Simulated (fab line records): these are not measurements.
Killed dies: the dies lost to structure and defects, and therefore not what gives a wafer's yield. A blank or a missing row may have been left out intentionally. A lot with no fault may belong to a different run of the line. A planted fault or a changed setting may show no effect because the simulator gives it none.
fab line records | flow nand_harc
[record] lots = 6 wafers = 18 last_day = 33
route steps=1302 shown A_CONTACT@1105 A_BLC@1107
lots that met no fault: from a run of the same line without faults
start_h: start of the lot's first displayed wafer, in hours after the record's first day | wait_h: how many hours have passed since the lot's step before this one | " the same as in the row above | L1.1+2: one row covering several wafers at once | - no value, or no start given | * or withheld: withheld | < > ~ a bound
route shown NAME@n: names a module that has steps shown in the file, with the first one's number in the route | usual: the fault-free wafers' mean and standard deviation | same: alike in all rows | chamber/n: place in a boat | sites: each site's reading | _std_site: standard deviation of those values | _edge_site: the outer-site mean with the inner-site mean subtracted | radius_mm: how far each site lies from the wafer's centre | mask NAME#n: copy n | behind: the last tool/chamber to shape the wafer | hold: reason for holding the lot/hours on hold/outcome of the hold | device: whichever transistor did not switch (one of n, p or np) | end of line: tests of these same wafers at the route's end | where a step has no rows: the recipe by itself | killed: dies that structure and defects cost at the first sort, which is not the same as the wafer's yield | map: shows each die of a wafer: x if killed, . if not, _ if none is there
set.NAME: the setting as run; set.NAME@STEP: as run at that earlier step | model.NAME: the simulator's own value behind a step, which no gauge read
a table for each step, a row for each wafer; lots at some steps of the route
services: a tool's chamber out of use, with start hour (start_h, from the record's first day; less than 0 if before it), hours out, and reason
[[steps]]
[step NHARC_A_CONTACT_SRD_22]
[step NHARC_A_CONTACT_INSPECT_23]
[usual] raw_defect_count = 506/120
// columns lot.wafer tool chamber start_h wait_h raw_defect_count
L446.1 defect_inspect-02 - 527.58 0.1 331
L446.5 " - " " 623
L446.6 " - " " 346
L454.1 defect_inspect-01 - 617.51 0.1 717
L454.2 " - " " 613
L454.6 " - " " 540
L459.4 defect_inspect-02 - 650.19 0.1 475
L459.5 " - " " 647
L459.6 " - " " 567
L458.1 defect_inspect-01 - 665.00 0.1 592
L458.2 " - " " 643
L458.4 " - " " 553
L467.1 defect_inspect-02 - 734.38 0.1 315
L467.2 " - " " 428
L467.5 " - " " 483
L468.2 defect_inspect-01 - 735.28 0.1 513
L468.3 " - " " 471
L468.6 " - " " 536
[step NHARC_A_BLC_DEHYDRATE_00]
[recipe] temp_c = 150 time_s = 120
[step NHARC_A_BLC_HMDS_01]
[recipe] time_s = 30
[step NHARC_A_BLC_COAT_02]
[recipe] temp_c = 260 time_s = 75
[step NHARC_A_BLC_COAT_03]
[recipe] temp_c = 225 time_s = 65
[step NHARC_A_BLC_COAT_04]
[recipe] spin_rpm = 1500 resist_thk_nm = 90
[step NHARC_A_BLC_SOFTBAKE_05]
[recipe] temp_c = 105 time_s = 55
[step NHARC_A_BLC_EBR_06]
[step NHARC_A_BLC_EXPOSE_07]
[recipe] na = 1.35 target_cd_nm = 100 dose_mj = 67.97 mask_id = A_BLC
[step NHARC_A_BLC_PEB_08]
[recipe] peb_temp_c = 100 peb_time_s = 65
[step NHARC_A_BLC_DEVELOP_09]
[recipe] develop_time_s = 35 dev_temp_c = 23
// columns lot.wafer tool chamber start_h wait_h
L446.1+5+6 litho_track-04 0 527 -
L454.1+2+6 litho_track-06 0 617 -
L459.4+5+6 litho_track-06 0 650 -
L458.1+2+4 litho_track-06 0 665 -
L467.1+2+5 litho_track-01 0 734 -
L468.2+3+6 litho_track-06 0 735 -
[step NHARC_A_BLC_CD_MEAS_10]
[recipe] target_cd_nm = 100 landing_energy_ev = 500
[usual] cd_nm = 100.3/0.73
// columns lot.wafer tool chamber start_h wait_h cd_nm
L446.1 cd_sem-01 0 527.96 - 100.2
L446.5 " 0 " " 99.6
L446.6 " 0 " " 100.9
L454.1 cd_sem-03 0 617.89 - 101.7
L454.2 " 0 " " 101.0
L454.6 " 0 " " 99.7
L459.4 cd_sem-02 0 650.70 - 99.9
L459.5 " 0 " " 101.8
L459.6 " 0 " " 101.5
L458.1 cd_sem-03 0 665.50 - 101.4
L458.2 " 0 " " 101.7
L458.4 " 0 " " 99.7
L467.1 cd_sem-02 0 734.89 - 101.0
L467.2 " 0 " " 100.4
L467.5 " 0 " " 100.9
L468.2 cd_sem-01 0 735.78 - 101.5
L468.3 " 0 " " 101.0
L468.6 " 0 " " 101.1
[step NHARC_A_BLC_OVL_MEAS_11]
[usual] overlay_x_nm = 0.1/0.69 overlay_y_nm = 0.0/0.86
// columns lot.wafer tool chamber start_h wait_h overlay_x_nm overlay_y_nm
L446.1 overlay-01 - 528.05 - -0.4 0.3
L446.5 " - " " 0.0 0.5
L446.6 " - " " 0.0 0.4
L454.1 overlay-01 - 617.98 - 0.0 -0.3
L454.2 " - " " 0.1 0.0
L454.6 " - " " -0.1 -0.1
L459.4 overlay-01 - 650.78 - 1.1 0.6
L459.5 " - " " 1.4 0.5
L459.6 " - " " 1.1 0.1
L458.1 overlay-02 - 665.59 - -1.4 0.3
L458.2 " - " " -0.5 0.5
L458.4 " - " " -1.2 0.8
L467.1 overlay-02 - 734.98 - 0.3 -0.9
L467.2 " - " " 0.0 -0.3
L467.5 " - " " 0.1 -0.1
L468.2 overlay-02 - 735.87 - -0.5 -0.1
L468.3 " - " " 0.5 0.1
L468.6 " - " " 0.3 -0.3
[step NHARC_A_BLC_INSPECT_12]
[usual] raw_defect_count = 83/39
// columns lot.wafer tool chamber start_h wait_h raw_defect_count
L446.1 defect_inspect-01 - 528.09 0.0 34
L446.5 " - " " 33
L446.6 " - " " 37
L454.1 defect_inspect-01 - 618.02 0.0 41
L454.2 " - " " 33
L454.6 " - " " 43
L459.4 defect_inspect-01 - 650.82 0.0 138
L459.5 " - " " 126
L459.6 " - " " 109
L458.1 defect_inspect-02 - 665.63 0.0 65
L458.2 " - " " 61
L458.4 " - " " 70
L467.1 defect_inspect-02 - 735.01 0.0 65
L467.2 " - " " 43
L467.5 " - " " 73
L468.2 defect_inspect-01 - 735.92 0.1 77
L468.3 " - " " 75
L468.6 " - " " 82
[step NHARC_A_BLC_DESCUM_15]
[recipe] time_s = 3 o2_flow_sccm = 200 ar_flow_sccm = 0 bias_power_w = 0 chemistry = O2
[usual] chamber_pressure_mTorr = 60.00/0.058 drypump_motor_current_A = 5.8/0.59 oes_product_au = 1.001/0.013 rf_vpp_V = 57.6/0.93 showerhead_plenum_p_Torr = 1.88/0.091 throttle_valve_pct = 11.310/0.0095
// columns lot.wafer tool chamber start_h wait_h chamber_pressure_mTorr drypump_motor_current_A oes_product_au rf_hours_counter_h rf_vpp_V showerhead_plenum_p_Torr throttle_valve_pct model.A_BLC.cd_nm
L446.1 rie_diel-11 2 528.15 0.1 59.95 5.4 1.007 8 55.9 1.98 11.329 101
L446.6 " 2 " " 60.01 5.4 1.010 - 58.3 1.98 11.324 101.3
L446.5 " 3 " " 60.06 6.4 0.980 - 57.9 1.94 11.326 100.1
L454.2 rie_diel-07 1 618.09 0.1 59.92 5.1 1.020 7 56.6 1.79 11.319 101.8
L454.1 " 2 " " 59.93 5.1 0.978 7 58.0 1.77 11.305 101.9
L454.6 " 0 " " 60.03 5.7 1.022 - 57.7 1.86 11.314 100.6
L459.4 rie_diel-11 2 650.88 0.1 60.03 5.4 0.987 3 57.8 1.97 11.323 99.47
L459.6 " 1 " " 59.99 6.0 0.999 - 58.5 2.02 11.297 99.96
L459.5 " 2 " " 59.93 5.4 0.981 - 57.9 1.97 11.321 101.3
L458.2 rie_diel-07 3 665.69 0.1 60.04 5.0 0.991 0 55.8 1.81 11.293 101.7
L458.4 " 0 " " 60.06 5.7 1.003 0 57.5 1.86 11.310 99.07
L458.1 " 1 " " 59.88 5.1 1.010 0 57.5 1.79 11.318 102.3
L467.1 rie_diel-11 2 735.07 0.1 59.99 5.4 0.983 10 57.4 1.97 11.320 101.4
L467.2 " 1 " " 59.88 6.0 1.001 11 59.5 2.02 11.315 99.4
L467.5 " 2 " " 60.01 5.4 0.995 - 60.3 1.97 11.318 101.3
L468.3 rie_diel-07 3 735.98 0.1 59.99 5.0 0.974 6 57.6 1.81 11.326 100.9
L468.2 " 2 " " 59.90 5.1 0.995 6 56.1 1.77 11.306 101.8
L468.6 " 0 " " 59.95 5.7 1.011 - 57.3 1.85 11.289 101
[step NHARC_A_BLC_ETCH_16]
[recipe] target_depth_a = 390 over_etch_frac = 0.3 time_s = 65 ion_energy_ev = 80 cf4_flow_sccm = 150 ar_flow_sccm = 0 rf_w = 300 bias_w = 100 chemistry = CF4
[usual] bias_w = 100.06/0.28 chamber_pressure_mTorr = 50.00/0.045 drypump_motor_current_A = 5.7/0.59 oes_product_au = 0.998/0.015 rf_vpp_V = 150.9/1.3 showerhead_plenum_p_Torr = 1.74/0.079 throttle_valve_pct = 13.283/0.0093
// columns lot.wafer tool chamber start_h wait_h bias_w chamber_pressure_mTorr drypump_motor_current_A oes_product_au rf_hours_counter_h rf_vpp_V showerhead_plenum_p_Torr throttle_valve_pct model.A_BLC.cd_nm
L446.1 rie_diel-11 2 528.24 0.1 99.73 49.93 5.4 1.012 8 152.5 1.82 13.286 101
L446.5 " 1 " " 100.07 49.97 6.0 0.989 - 153.2 1.87 13.283 100
L446.6 " 2 " " 99.84 49.98 5.4 1.009 - 151.6 1.82 13.277 101.4
L454.2 rie_diel-07 2 618.16 0.1 100.00 49.94 5.1 0.977 7 149.9 1.65 13.286 102
L454.1 " 3 " " 100.18 50.00 5.0 0.988 6 150.8 1.68 13.282 102.7
L454.6 " 3 " " 99.96 49.95 5.0 1.000 - 150.3 1.68 13.293 101.1
L459.4 rie_diel-11 0 650.97 0.1 100.03 50.03 6.8 0.979 3 152.1 1.66 13.294 99.8
L459.6 " 2 " " 99.71 50.01 5.4 0.986 - 151.2 1.82 13.277 99.74
L459.5 " 3 " " 99.84 50.06 6.4 1.012 - 152.1 1.79 13.297 101.7
L458.2 rie_diel-07 1 665.78 0.1 99.67 49.90 5.1 1.003 0 151.4 1.66 13.263 101.8
L458.4 " 2 " " 100.30 49.99 5.1 0.986 0 149.6 1.65 13.277 99.36
L458.1 " 3 " " 100.56 50.01 5.0 0.972 0 151.7 1.68 13.286 102.9
L467.2 rie_diel-11 2 735.16 0.1 100.12 50.07 5.4 0.991 10 151.9 1.82 13.287 99.28
L467.1 " 0 " " 99.48 49.98 6.7 0.989 11 150.7 1.66 13.291 101.7
L467.5 " 3 " " 100.23 50.03 6.4 1.012 - 152.3 1.79 13.287 101.3
L468.3 rie_diel-07 2 736.07 0.1 100.34 49.99 5.1 0.992 6 150.3 1.64 13.268 101
L468.2 " 0 " " 100.05 50.04 5.7 1.002 6 150.3 1.72 13.273 101
L468.6 " 2 " " 99.92 50.01 5.1 1.003 - 149.6 1.64 13.293 101
[step NHARC_A_BLC_ETCH_17]
[recipe] target_depth_a = 3900 over_etch_frac = 0.25 time_s = 609.38 ion_energy_ev = 200 n2_flow_sccm = 150 h2_flow_sccm = 150 ar_flow_sccm = 0 rf_w = 400 bias_w = 150 chemistry = N2/H2
[usual] bias_w = 150.1/0.47 chamber_pressure_mTorr = 30.005/0.028 drypump_motor_current_A = 5.8/0.62 oes_product_au = 1.000/0.013 rf_vpp_V = 429/3.1 showerhead_plenum_p_Torr = 1.99/0.1 throttle_valve_pct = 14.170/0.0089
// columns lot.wafer tool chamber start_h wait_h bias_w chamber_pressure_mTorr drypump_motor_current_A oes_product_au rf_hours_counter_h rf_vpp_V showerhead_plenum_p_Torr throttle_valve_pct
L446.1 rie_diel-11 3 - - 150.6 29.977 6.4 0.992 8 432 2.07 14.164
L446.6 " 3 " " 151.1 30.017 6.4 0.994 - 430 2.07 14.193
L446.5 " 0 " " 149.6 30.021 6.8 1.002 - 427 1.90 14.152
L454.1 rie_diel-07 3 - - 149.7 29.997 5.0 1.004 6 426 1.93 14.170
L454.2 " 0 " " 150.1 29.944 5.7 1.012 8 427 1.98 14.162
L454.6 " 0 " " 149.5 30.011 5.7 1.023 - 428 1.98 14.182
L459.4 rie_diel-11 2 - - 150.4 29.999 5.4 0.992 3 432 2.10 14.174
L459.6 " 0 " " 150.3 29.984 6.8 0.985 - 426 1.90 14.177
L459.5 " 1 " " 150.4 29.980 6.0 0.989 - 433 2.16 14.154
L458.4 rie_diel-07 2 - - 149.8 30.040 5.1 1.004 0 427 1.88 14.176
L458.1 " 3 " " 150.1 30.059 5.0 0.988 0 428 1.93 14.154
L458.2 " 1 " " 150.6 29.980 5.1 1.000 0 425 1.90 14.172
L467.2 rie_diel-11 0 - - 150.3 30.000 6.8 0.992 11 426 1.90 14.153
L467.1 " 1 " " 150.4 29.976 6.0 1.002 11 435 2.16 14.183
L467.5 " 0 " " 150.5 29.997 6.7 0.993 - 426 1.90 14.163
L468.3 rie_diel-07 2 - - 150.0 30.020 5.1 1.014 6 426 1.88 14.172
L468.2 " 3 " " 150.5 30.050 5.1 0.991 6 427 1.93 14.165
L468.6 " 1 " " 150.5 29.983 5.2 1.035 - 427 1.90 14.166
[[services]]
// columns tool chamber start_h hours kind
rie_diel-07 0 504.70 - clean
rie_diel-07 1 504.70 - clean
rie_diel-07 2 504.70 - clean
rie_diel-07 3 504.70 - clean
litho_track-01 - 505.00 7.0 pm
rie_diel-07 1 506.31 12.7 repair
rie_diel-11 0 515.00 - clean
rie_diel-11 1 515.00 - clean
rie_diel-11 2 515.00 - clean
rie_diel-11 3 515.00 - clean
litho_track-06 - 529.00 7.0 pm
rie_diel-07 0 529.20 - clean
rie_diel-07 1 529.20 - clean
rie_diel-07 2 529.20 - clean
litho_track-04 - 553.00 7.0 pm
rie_diel-07 3 599.92 3.0 repair
rie_diel-11 - 609.50 9.0 pm
rie_diel-11 3 631.23 4.5 repair
rie_diel-07 1 640.68 5.6 repair
rie_diel-07 - 648.20 9.0 pm
rie_diel-07 1 669.12 13.2 repair
litho_track-01 - 680.00 7.0 pm
litho_track-06 - 704.00 7.0 pm
litho_track-04 - 728.00 7.0 pm
[[key]]
first_sign none at tools or gauges
[model_effect] step = NHARC_A_BLC_DESCUM_15 value = A_BLC.cd_nm without = 100.2 struck = 101.8
[model_effect] step = NHARC_A_BLC_ETCH_16 value = A_BLC.cd_nm without = 100.6 struck = 102.2
met_at NHARC_A_BLC_DEVELOP_09
struck_wafers L458.1,L458.2,L459.5
tester_left_out L458,L459
onset_between 617 650
[fault] kind = process_parameter_drift tool = litho_track-06 chamber = - onset_h = 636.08 steps = NHARC_A_BLC_DEVELOP_09 channel = develop_time_s offset = * shape = step end_h = 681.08 scope = struck_wafers_only acts_in = * stated = *
// tester_left_out: of these lots the tester's yield and bins aren't shown, on N5 and GAA mostly nor the transistor test; their killed dies are dies lost to structure and defects alone, not to doping, threshold or leakage, so they don't give the yield
